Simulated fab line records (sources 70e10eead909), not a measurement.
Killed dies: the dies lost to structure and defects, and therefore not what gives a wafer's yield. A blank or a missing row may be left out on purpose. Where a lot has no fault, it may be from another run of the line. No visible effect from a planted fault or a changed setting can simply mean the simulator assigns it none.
Which tool did it?	flow nand_harc	18 wafers from 6 lots sampled at 3 of the route's 1302 steps

WHAT THE GAUGES SHOWED, per wafer
NHARC_P_M2_CD_MEAS_09 targets a cd of 170 nm.
lot	measured	on	cd_nm (nm)
L630	day 6 14:28	cd_sem-02	169.4 168.5 169.2
L633	day 7 13:55	cd_sem-01	170.2 170.7 169.6
L635	day 8 11:23	cd_sem-03	168.8 169.1 168.6
L640	day 10 14:26	cd_sem-01	169.9 170.1 169.6
L642	day 11 19:34	cd_sem-03	169.8 169.6 169.4
L651	day 14 23:22	cd_sem-02	185.0 183.9 184.0

EACH LOT AND THE TOOL THAT RAN IT (in order: tool; ch and the chambers of the sampled wafers; start)
lot	NHARC_P_M1_ETCH_15	NHARC_P_M2_PEB_07
L630	rie_diel-01 ch 1,2,3, day 6 14:23 or earlier	litho_track-06 ch 0, day 6 14:23
L633	rie_diel-01 ch 1,3, day 7 13:50 or earlier	litho_track-06 ch 0, day 7 13:50
L635	rie_diel-01 ch 0,1,2, day 8 11:19 or earlier	litho_track-04 ch 0, day 8 11:19
L640	rie_diel-12 ch 0,1, day 10 14:21 or earlier	litho_track-06 ch 0, day 10 14:21
L642	rie_diel-01 ch 0,1,3, day 11 19:29 or earlier	litho_track-04 ch 0, day 11 19:29
L651	rie_diel-12 ch 0,1,3, day 14 23:17 or earlier	litho_track-04 ch 0, day 14 23:17
- NHARC_P_M1_ETCH_15: etches the open film in C4F8/Ar, target depth 182.5 nm, time 91.2 s.
- NHARC_P_M2_PEB_07: peb time 65 s.

THE ANSWER, worked out from the rows above alone
Rule: the lots themselves supply what counts as usual. The widest of any qualifying gaps counts: lots, ordered by their means at a reading, are off when they make up no more than a third of the lots, leave a main group of 4 or more, and stand apart from it by 3 or more times the standard deviation of that group's means. A main group whose means are all the same, to the digits that the tables above print for the reading, isn't used. A lot without any number at a reading at which 4 lots or more have one is off too. Any other lot the step has rows for is counted as sound.
Off at NHARC_P_M2_CD_MEAS_09 (cd_nm): L651. The main group: mean 169.5 nm, standard deviation 0.5.
If a tool, at a process step before that reading, ran all the lots that are off and no sound lot after the first of them, it fits. Those tools and the gauges at NHARC_P_M2_CD_MEAS_09 are tried in the same way. With no start given for some of its lots, NHARC_P_M1_ETCH_15 uses the hours and lot order of NHARC_P_M2_PEB_07. Can't be told from this: 3 tools fit, rie_diel-12 at NHARC_P_M1_ETCH_15, litho_track-04 at NHARC_P_M2_PEB_07, cd_sem-02 at NHARC_P_M2_CD_MEAS_09.

WHAT WAS PUT IN BY THE SIMULATOR
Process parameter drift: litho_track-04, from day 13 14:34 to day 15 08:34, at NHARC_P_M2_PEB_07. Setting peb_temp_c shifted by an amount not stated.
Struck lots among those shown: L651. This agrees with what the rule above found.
